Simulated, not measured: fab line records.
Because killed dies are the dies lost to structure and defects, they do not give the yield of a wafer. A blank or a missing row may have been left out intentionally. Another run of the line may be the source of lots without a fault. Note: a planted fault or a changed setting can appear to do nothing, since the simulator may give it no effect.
Code-filled problem report in 8D (eight disciplines) form / flow nand harc / the parts of the form that need people (team, actions taken, sign-off) are left out

1. THE ISSUE
Wafers without a fault read 51, standard deviation 17; killed at array at NHARC_END_SORT_01 reads a mean of 672 on 3 wafers belonging to 3 lots. That puts it +37 standard deviations away from the usual mean.
Seen first at day 31 06:29 on prober-01, wafer L753.3. Wafers with a number at this step in the record: 7, from 3 lots. Rule for "out", or "out of limits": more than 4 standard deviations from the usual mean. The other wafers with a number count as sound.

2. WHAT IT IS AND WHAT IT IS NOT
question=which readings at this step | is=killed at array, killed dies | is not=killed at periphery, killed open, killed short
question=which lots | is=L753, L756, L757 | is not=-
question=which wafers of those lots | is=L753.3, L756.3, L757.1 | is not=L753.4, L756.5, L756.6, L757.2
question=read on which gauges | is=prober-01, prober-02 | is not=-
question=when | is=from day 31 06:29 | is not=up to then (0 sound wafers); but 4 sound wafers of L753, L756, L757 came after

3. SUSPECTS, AND WHAT RULES EACH OUT
Counting: if a tool at a process step up to the reading ran every lot that is out, it stays a suspect. Sound lots after the first of them don't rule it out here, since some wafers of a struck lot are sound.
- the gauge at NHARC_END_SORT_01 is ruled out. 2 gauges (prober-01, prober-02) read the wafers that are out.
- rie diel-03 at NHARC_A_STAIRCASE_TRIM_12 (chemistry O2, time 211.2 s): kept. It ran every lot that is out, first L753 (day 22 16:14).
- rie diel-03 at NHARC_A_STAIRCASE_ETCH_13 (etches the open film in C4F8/O2, target depth 100 nm, time 40.5 s): kept. It ran every lot that is out, first L753 (day 22 16:34). Out on those wafers are its own readings of oes product au.
What counting leaves: rie diel-03 at NHARC_A_STAIRCASE_TRIM_12 and rie diel-03 at NHARC_A_STAIRCASE_ETCH_13.

4. THE CAUSE (what the simulator had put in)
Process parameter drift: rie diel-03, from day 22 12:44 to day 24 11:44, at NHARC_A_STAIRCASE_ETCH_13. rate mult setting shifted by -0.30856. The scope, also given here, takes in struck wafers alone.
This tool is one of the 2 suspects left after counting.

5. THE EFFECT CHAIN, in route order
Each row: a reading whose mean over the struck wafers that have a number lies more than 3 standard deviations from the usual. Only readings whose record carries a usual standard deviation are examined. hours: median over the lots of the time between each lot's start at the first step of this table that gives one and its start at this step. sigmas: the change, counted in usual standard deviations.
hours=0; step=NHARC_A_STAIRCASE_ETCH_13; reading=oes product au; usual=0.939 a.u.; on struck wafers=0.762; change=-0.177; sigmas=-12
hours=207; step=NHARC_END_SORT_01; reading=killed at array; usual=51; on struck wafers=672; change=+621; sigmas=+37
hours=207; step=NHARC_END_SORT_01; reading=killed dies; usual=57; on struck wafers=677; change=+620; sigmas=+34
Process steps it contains:
- NHARC_A_STAIRCASE_ETCH_13: etches the open film in C4F8/O2, target depth 100 nm, time 40.5 s.

6. HOW IT WOULD HAVE BEEN CAUGHT EARLIER
The first out-of-limits reading at a measuring or inspecting step in this record came at day 31 06:29, 210 hours after the fault's start at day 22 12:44.
At NHARC_A_STAIRCASE_ETCH_13, the tool's own readings (oes product au) were out on each struck wafer the step has a row for, so an alarm limit on them would have fired on the first such wafer.
Lots out: 3; all had begun NHARC_A_STAIRCASE_ETCH_13 on rie diel-03 by day 31 06:29. None of them would have been spared by holding the tool at that moment.
